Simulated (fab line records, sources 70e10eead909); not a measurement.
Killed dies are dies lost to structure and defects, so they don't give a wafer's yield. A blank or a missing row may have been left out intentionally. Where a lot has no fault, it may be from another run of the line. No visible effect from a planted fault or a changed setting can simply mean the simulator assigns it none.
Which tool was responsible?    flow nand-harc    12 lots with 36 wafers sampled at 4 steps, on a route of 1159 steps

WHAT THE GAUGES READ, wafer by wafer
NHARC_A_CONTACT_CD_MEAS_42: target cd 200 nm.
lot   measured      on         cd-nm (nm)
L075  day 16 05:26  cd-sem-01  199.5 199.4 200.1
L076  day 16 11:49  cd-sem-01  200.4 199.4 199.7
L078  day 17 04:27  cd-sem-03  199.2 199.7 199.3
L080  day 18 06:14  cd-sem-03  199.8 199.5 200.3
L084  day 19 01:19  cd-sem-01  199.6 199.8 199.3
L083  day 19 07:14  cd-sem-02  199.9 199.5 199.7
L089  day 19 20:16  cd-sem-01  200.0 200.0 200.3
L088  day 19 22:53  cd-sem-01  200.3 199.6 199.7
L092  day 20 08:54  cd-sem-02  200.4 199.9 199.0
L093  day 21 03:01  cd-sem-01  199.4 199.4 199.7
L096  day 21 16:49  cd-sem-03  199.6 199.6 200.0
L097  day 22 05:42  cd-sem-03  199.0 199.6 199.4

WHAT TOOL EACH LOT RAN ON (gives the tool, then ch and the chambers of the sampled wafers, and finally the start)
lot   NHARC_A_SLIT_ETCH_29                NHARC_A_WL_FILL_ETCHBACK_26       NHARC_A_WL_FILL_ALD_19
L075  rie-diel-02 ch 0,3, day 14 11:28    rie-si-02 ch 0,2, day 15 18:07    ald-metal-02 ch 0,1,2, day 15 18:22
L076  rie-diel-09 ch 1,3, day 14 18:37    rie-si-02 ch 0,1,2, day 15 23:45  ald-metal-02 ch 0,2, day 16 00:01
L078  rie-diel-02 ch 0,2, day 15 10:25    rie-si-01 ch 0,1, day 16 18:07    ald-metal-03 ch 0,2, day 16 18:25
L080  rie-diel-02 ch 0,1, day 16 11:25    rie-si-01 ch 1,3, day 17 18:27    ald-metal-03 ch 0,2, day 17 18:44
L084  rie-diel-09 ch 0,1,3, day 17 01:04  rie-si-01 ch 1,2,3, day 18 12:14  ald-metal-03 ch 0,1,2, day 18 12:31
L083  rie-diel-09 ch 1,3, day 17 02:59    rie-si-02 ch 0,2,3, day 18 15:41  ald-metal-02 ch 0,2, day 18 15:56
L089  rie-diel-09 ch 0,3, day 18 01:25    rie-si-02 ch 0,3, day 19 09:09    ald-metal-03 ch 2,3, day 19 09:26
L088  rie-diel-09 ch 1,2, day 18 03:05    rie-si-01 ch 2,3, day 19 09:10    ald-metal-01 ch 1,3, day 19 09:26
L092  rie-diel-07 ch 1,2,3, day 18 13:28  rie-si-02 ch 0,3, day 19 22:33    ald-metal-02 ch 0,1,3, day 19 22:51
L093  rie-diel-02 ch 0,1,2, day 19 06:29  rie-si-02 ch 1,2,3, day 20 11:43  ald-metal-02 ch 0,1,3, day 20 11:59
L096  rie-diel-02 ch 0,2,3, day 19 15:40  rie-si-05 ch 0,2,3, day 20 23:07  ald-metal-02 ch 1,2, day 20 23:23
L097  rie-diel-07 ch 0,2,3, day 20 14:05  rie-si-02 ch 0,1,3, day 21 18:34  ald-metal-02 ch 1,2, day 21 18:50
- NHARC_A_SLIT_ETCH_29: etches the open film in CF4/O2, target depth 100 nm, overetch 10 nm, time 55 s.
- NHARC_A_WL_FILL_ETCHBACK_26: etches the open film in HBr, target depth 52 nm, time 13.3 s.
- NHARC_A_WL_FILL_ALD_19: deposits TiN, target thk 2 nm, pulse time 3 s, ald cycles 100.

THE ANSWER, worked out from the rows above alone
Rule: usual is defined by the lots themselves. The widest of any qualifying gaps counts: lots, ordered by their means at a reading, are off when they make up no more than a third of the lots, leave a main group of 4 or more, and stand apart from it by 3 or more times the standard deviation of that group's means. The tables above print the reading to a certain number of digits; a main group whose means all agree to those digits is not used. Also off: a lot with no number at a reading for which 4 or more lots have one. Where the step has rows for the other lots, those lots are counted as sound.
No lot is off at any reading shown: from this, nothing can be told.

WHAT THE SIMULATOR PUT IN
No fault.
